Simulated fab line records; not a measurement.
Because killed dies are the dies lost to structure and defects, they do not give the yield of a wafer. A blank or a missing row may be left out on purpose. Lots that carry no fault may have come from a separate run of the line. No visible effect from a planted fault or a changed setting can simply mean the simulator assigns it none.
Matching of chambers / flow nand harc / rie diel-13 running NHARC_P_BONDPAD_STRIP_15: 4 sister chambers
The step strips in O2. 8 wafers are shown with their chamber, then 7 later ones without.

EACH WAFER AND ITS CHAMBER
wafer=L946.3; chamber=2; showerhead plenum p Torr (Torr)=3.35; drypump motor current A (A)=5.6
wafer=L947.5; chamber=3; showerhead plenum p Torr (Torr)=3.64; drypump motor current A (A)=6.0
wafer=L947.6; chamber=0; showerhead plenum p Torr (Torr)=3.53; drypump motor current A (A)=6.0
wafer=L952.1; chamber=1; showerhead plenum p Torr (Torr)=3.53; drypump motor current A (A)=5.7
wafer=L952.4; chamber=0; showerhead plenum p Torr (Torr)=3.53; drypump motor current A (A)=6.1
wafer=L952.5; chamber=3; showerhead plenum p Torr (Torr)=3.64; drypump motor current A (A)=6.0
wafer=L959.1; chamber=1; showerhead plenum p Torr (Torr)=3.53; drypump motor current A (A)=5.7
wafer=L959.3; chamber=2; showerhead plenum p Torr (Torr)=3.34; drypump motor current A (A)=5.6

WAFERS WITHOUT THEIR CHAMBER
wafer=L959.5; showerhead plenum p Torr (Torr)=3.53; drypump motor current A (A)=6.1
wafer=L965.1; showerhead plenum p Torr (Torr)=3.64; drypump motor current A (A)=6.0
wafer=L965.2; showerhead plenum p Torr (Torr)=3.53; drypump motor current A (A)=5.7
wafer=L965.3; showerhead plenum p Torr (Torr)=3.34; drypump motor current A (A)=5.7
wafer=L967.1; showerhead plenum p Torr (Torr)=3.34; drypump motor current A (A)=5.6
wafer=L967.5; showerhead plenum p Torr (Torr)=3.34; drypump motor current A (A)=5.6
wafer=L967.6; showerhead plenum p Torr (Torr)=3.64; drypump motor current A (A)=6.0

WHICH CHAMBER EACH WENT THROUGH
wafer=L959.5; from the rows above=0; in truth=0
wafer=L965.1; from the rows above=3; in truth=3
wafer=L965.2; from the rows above=1; in truth=1
wafer=L965.3; from the rows above=2; in truth=2
wafer=L967.1; from the rows above=2; in truth=2
wafer=L967.5; from the rows above=2; in truth=2
wafer=L967.6; from the rows above=3; in truth=3
7 of 7 placed correctly. Not placeable from these rows: 0. Placed wrongly: 0.
How it was worked out, from the rows above alone: a wafer's distance from a chamber is the root of the sum, over the readings, of the square of ((its reading less the chamber's mean) divided by the reading's scatter). If the next closest chamber is less than 2 further off than the closest, the wafer can't be placed; otherwise it belongs to the closest. Each chamber's mean is taken over the wafers shown for it. The scatter: take each reading less its chamber's mean, square it, sum over the shown wafers, divide by the number of wafers less the number of chambers, and take the root.
